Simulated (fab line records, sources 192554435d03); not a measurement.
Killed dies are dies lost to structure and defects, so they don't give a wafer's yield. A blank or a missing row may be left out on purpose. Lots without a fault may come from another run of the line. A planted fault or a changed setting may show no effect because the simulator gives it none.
Chamber matching | flow n5_finfet | N5_SD_EPI_P_ETCH_16 on rie_diel-03: 4 sister chambers
The step etches SiO2 in CHF3/O2, target depth 5 nm. 14 wafers are shown with their chamber, then 7 later ones without.

WAFERS WITH THEIR CHAMBER
wafer  | chamber | throttle_valve_pct (%) | showerhead_plenum_p_Torr (Torr) | drypump_motor_current_A (A)
L077.2 | 1       | 18.65                  | 2.25                            | 5.2
L077.3 | 0       | 18.73                  | 2.40                            | 5.6
L077.6 | 2       | 19.39                  | 2.43                            | 5.3
L078.2 | 3       | 19.08                  | 2.39                            | 5.7
L078.5 | 3       | 19.08                  | 2.39                            | 5.7
L078.6 | 2       | 19.36                  | 2.42                            | 5.3
L079.3 | 0       | 18.74                  | 2.40                            | 5.5
L079.4 | 1       | 18.65                  | 2.25                            | 5.2
L079.6 | 2       | 19.38                  | 2.42                            | 5.3
L084.1 | 3       | 19.10                  | 2.38                            | 5.7
L084.2 | 0       | 18.75                  | 2.40                            | 5.6
L084.5 | 2       | 19.39                  | 2.42                            | 5.3
L086.1 | 1       | 18.66                  | 2.24                            | 5.2
L086.4 | 1       | 18.65                  | 2.24                            | 5.2

SIGNATURES (means of the wafers above)
reading                  | chamber 0 | chamber 1 | chamber 2 | chamber 3 | scatter within a chamber
throttle_valve_pct       | 18.7400   | 18.6525   | 19.3800   | 19.0867   | 0.0107
showerhead_plenum_p_Torr | 2.4000    | 2.2450    | 2.4225    | 2.3867    | 0.00492
drypump_motor_current_A  | 5.567     | 5.200     | 5.300     | 5.700     | 0.0258
Rule: a wafer's distance from a chamber is the root of the sum, over the readings, of the square of ((its reading less the chamber's mean) divided by the reading's scatter). The wafer belongs to the nearest chamber; if the next one is less than 2 further off, it can't be placed. The scatter: the root of (the sum of the squares of (reading less its chamber's mean) over the shown wafers, divided by (wafers less chambers)).

WAFERS WITHOUT THEIR CHAMBER
wafer  | throttle_valve_pct (%) | showerhead_plenum_p_Torr (Torr) | drypump_motor_current_A (A)
L086.5 | 19.11                  | 2.38                            | 5.7
L089.1 | 18.69                  | 2.24                            | 5.2
L089.2 | 18.74                  | 2.40                            | 5.6
L089.5 | 18.76                  | 2.40                            | 5.6
L092.1 | 18.70                  | 2.24                            | 5.2
L092.3 | 18.76                  | 2.40                            | 5.6
L092.5 | 18.71                  | 2.24                            | 5.2

WHICH CHAMBER EACH WENT THROUGH
wafer  | from the rows above | in truth
L086.5 | 3                   | 3
L089.1 | 1                   | 1
L089.2 | 0                   | 0
L089.5 | 0                   | 0
L092.1 | 1                   | 1
L092.3 | 0                   | 0
L092.5 | 1                   | 1
Placed correctly: 7 of 7. Can't be placed from these rows: 0. Placed wrongly: 0.
